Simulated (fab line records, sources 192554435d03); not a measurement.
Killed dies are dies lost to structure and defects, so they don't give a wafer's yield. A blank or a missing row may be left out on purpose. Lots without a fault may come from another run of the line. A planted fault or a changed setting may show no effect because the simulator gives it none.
Split-lot experiment | flow n5_finfet | 7 lots, 21 wafers read, on a route of 1938 steps

THE SPLIT
At N5_BEOL_M5_ETCH_72 (etches underlayer in N2/H2, target depth 6.5 nm, time 5.2 s), the setting source_w was moved away from the recipe's 840 W on 4 of the 21 wafers read, by -12.9% to +5.5%. The other wafers ran this setting at the recipe's value.

The reading is taken at the split's own step.

THE READING
rf_vpp_V, in V, at N5_BEOL_M5_ETCH_72 (etches underlayer in N2/H2, target depth 6.5 nm, time 5.2 s). Fault-free wafers of this fab line usually give 523.8 V, standard deviation 2.9 V.

wafer  | tool, chamber at the split | source_w as run, W | against the recipe | rf_vpp_V, V | against lot-mates on the recipe
L074.1 | rie_diel-04, 0             | 731.8              | -12.9%             | 549.0       | +24.1
L074.3 | rie_diel-04, 1             | 731.8              | -12.9%             | 546.7       | +21.8
L074.5 | rie_diel-04, 0             | 840                | recipe             | 524.9       | -
L078.2 | rie_diel-04, 1             | 840                | recipe             | 522.0       | -
L078.3 | rie_diel-04, 0             | 840                | recipe             | 525.0       | -
L078.6 | rie_diel-04, 1             | 840                | recipe             | 522.4       | -
L086.2 | rie_diel-03, 0             | 840                | recipe             | 527.4       | -
L086.4 | rie_diel-03, 3             | 840                | recipe             | 521.5       | -
L086.6 | rie_diel-03, 3             | 886.1              | +5.5%              | 512.1       | -12.4
L088.3 | rie_diel-01, 3             | 840                | recipe             | 518.5       | -
L088.5 | rie_diel-01, 0             | 840                | recipe             | 523.9       | -
L088.6 | rie_diel-01, 1             | 840                | recipe             | 517.4       | -
L090.2 | rie_diel-01, 3             | 840                | recipe             | 522.8       | -
L090.4 | rie_diel-01, 1             | 840                | recipe             | 517.5       | -
L090.6 | rie_diel-01, 2             | 840                | recipe             | 526.3       | -
L091.2 | rie_diel-01, 3             | 840                | recipe             | 518.6       | -
L091.4 | rie_diel-01, 0             | 767.8              | -8.6%              | 539.7       | +17.8
L091.6 | rie_diel-01, 2             | 840                | recipe             | 525.2       | -
L095.1 | rie_diel-03, 1             | 840                | recipe             | 523.6       | -
L095.3 | rie_diel-03, 0             | 840                | recipe             | 526.9       | -
L095.5 | rie_diel-03, 1             | 840                | recipe             | 523.0       | -

THE FIT
A straight line over all 21 wafers: rf_vpp_V changes by -1.95 V for each +1% of source_w; r = -0.95; the points scatter about the line by 3 V.
The same after taking each lot's own level away (the mean of its wafers on the recipe; 21 wafers): -1.87 V for each +1%; r = -0.96; scatter 2.6 V.
On that fit, the largest move of source_w shifts the reading by 24 V.
The lots' own levels span 519.93 to 524.90 V, that is 1.7 times the standard deviation above.
So the lot-to-lot level changes the slope little: the two slopes agree.
Check: with one of the wafers moved furthest among these (-12.9%) left out of the fit, the line predicts +23.9 V for it against its lot-mates. It came out at +24.1 V against them.
Tool readings at the split's step, against how far the setting was moved: rf_vpp_V r = -0.95.

OTHER SPLITS ON THESE WAFERS
These wafers also went through other splits before the reading. Each is held against what the fit with the lots' levels taken away leaves over:
other split on the same wafers | wafers away from the commonest value | r with rf_vpp_V (lot level and that fit taken away)
N5_BEOL_M5_COAT_05 spin_rpm    | 6                                    | +0.39

THE FILE'S OWN FIT
rf_vpp_V changes by -1.91 V for each +1% of source_w, r = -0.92.
